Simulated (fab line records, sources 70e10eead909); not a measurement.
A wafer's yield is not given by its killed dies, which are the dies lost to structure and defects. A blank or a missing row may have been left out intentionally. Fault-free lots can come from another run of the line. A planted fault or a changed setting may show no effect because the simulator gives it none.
Matching of chambers / flow nand-harc / NHARC_A_WL_FILL_CMP_12 on cmp-04 has 4 sister chambers
The step polishes, t overpolish 30 s, target thk 75 nm. 14 wafers are shown with their chamber, then 7 later ones without.

WAFERS WITH THEIR CHAMBER
wafer=L074.1; chamber=1; motor-current-A (A)=12.4; time-to-endpoint-s (s)=17.5; overpolish-run-s (s)=29.996
wafer=L074.2; chamber=2; motor-current-A (A)=11.0; time-to-endpoint-s (s)=19.5; overpolish-run-s (s)=30.018
wafer=L074.6; chamber=0; motor-current-A (A)=11.6; time-to-endpoint-s (s)=17.5; overpolish-run-s (s)=30.020
wafer=L085.2; chamber=1; motor-current-A (A)=12.3; time-to-endpoint-s (s)=16.7; overpolish-run-s (s)=30.011
wafer=L085.3; chamber=3; motor-current-A (A)=12.1; time-to-endpoint-s (s)=8.4; overpolish-run-s (s)=30.002
wafer=L085.4; chamber=2; motor-current-A (A)=11.1; time-to-endpoint-s (s)=13.6; overpolish-run-s (s)=30.013
wafer=L085.1; chamber=0; motor-current-A (A)=10.9; time-to-endpoint-s (s)=16.8; overpolish-run-s (s)=30.002
wafer=L085.5; chamber=3; motor-current-A (A)=11.8; time-to-endpoint-s (s)=12.4; overpolish-run-s (s)=29.999
wafer=L085.6; chamber=0; motor-current-A (A)=10.8; time-to-endpoint-s (s)=18.1; overpolish-run-s (s)=30.006
wafer=L090.2; chamber=1; motor-current-A (A)=12.6; time-to-endpoint-s (s)=17.2; overpolish-run-s (s)=30.012
wafer=L090.4; chamber=2; motor-current-A (A)=11.5; time-to-endpoint-s (s)=17.4; overpolish-run-s (s)=29.999
wafer=L090.6; chamber=3; motor-current-A (A)=12.7; time-to-endpoint-s (s)=12.6; overpolish-run-s (s)=29.990
wafer=L090.1; chamber=3; motor-current-A (A)=12.5; time-to-endpoint-s (s)=11.0; overpolish-run-s (s)=30.008
wafer=L090.3; chamber=0; motor-current-A (A)=10.7; time-to-endpoint-s (s)=16.3; overpolish-run-s (s)=30.013

SIGNATURES (averages over the wafers above)
reading=motor-current-A; chamber 0=11.000; chamber 1=12.433; chamber 2=11.200; chamber 3=12.275; scatter within a chamber=0.343
reading=time-to-endpoint-s; chamber 0=17.175; chamber 1=17.133; chamber 2=16.833; chamber 3=11.100; scatter within a chamber=1.77
reading=overpolish-run-s; chamber 0=30.01025; chamber 1=30.00633; chamber 2=30.01000; chamber 3=29.99975; scatter within a chamber=0.00844
Rule: for each reading, subtract the chamber's mean from the wafer's reading, divide by that reading's scatter and square the result; add these up over the readings and take the root, which gives the wafer's distance from the chamber. The wafer belongs to the nearest chamber; if the next one is less than 2 further off, it can't be placed. The scatter: take each reading less its chamber's mean, square it, sum over the shown wafers, divide by the number of wafers less the number of chambers, and take the root.

WAFERS WITHOUT THEIR CHAMBER
wafer=L090.5; motor-current-A (A)=11.1; time-to-endpoint-s (s)=17.7; overpolish-run-s (s)=29.999
wafer=L091.1; motor-current-A (A)=11.7; time-to-endpoint-s (s)=14.9; overpolish-run-s (s)=29.995
wafer=L091.3; motor-current-A (A)=11.1; time-to-endpoint-s (s)=17.2; overpolish-run-s (s)=29.988
wafer=L091.6; motor-current-A (A)=11.3; time-to-endpoint-s (s)=19.2; overpolish-run-s (s)=29.995
wafer=L092.1; motor-current-A (A)=11.3; time-to-endpoint-s (s)=14.6; overpolish-run-s (s)=30.002
wafer=L092.3; motor-current-A (A)=12.3; time-to-endpoint-s (s)=12.6; overpolish-run-s (s)=30.010
wafer=L092.5; motor-current-A (A)=11.0; time-to-endpoint-s (s)=15.5; overpolish-run-s (s)=30.012

THE CHAMBER EACH PASSED THROUGH
wafer=L090.5; from the rows above=can't be placed: 0 or 2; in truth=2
wafer=L091.1; from the rows above=can't be placed: 2 or 3 or 1 or 0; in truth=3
wafer=L091.3; from the rows above=can't be placed: 2 or 0 or 1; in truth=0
wafer=L091.6; from the rows above=can't be placed: 2 or 0 or 1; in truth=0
wafer=L092.1; from the rows above=can't be placed: 2 or 0 or 3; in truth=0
wafer=L092.3; from the rows above=can't be placed: 3 or 1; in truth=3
wafer=L092.5; from the rows above=can't be placed: 0 or 2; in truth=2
0 of 7 placed correctly. These rows do not allow placing 7 (true chamber among the candidates in 7). Wrongly placed: 0.
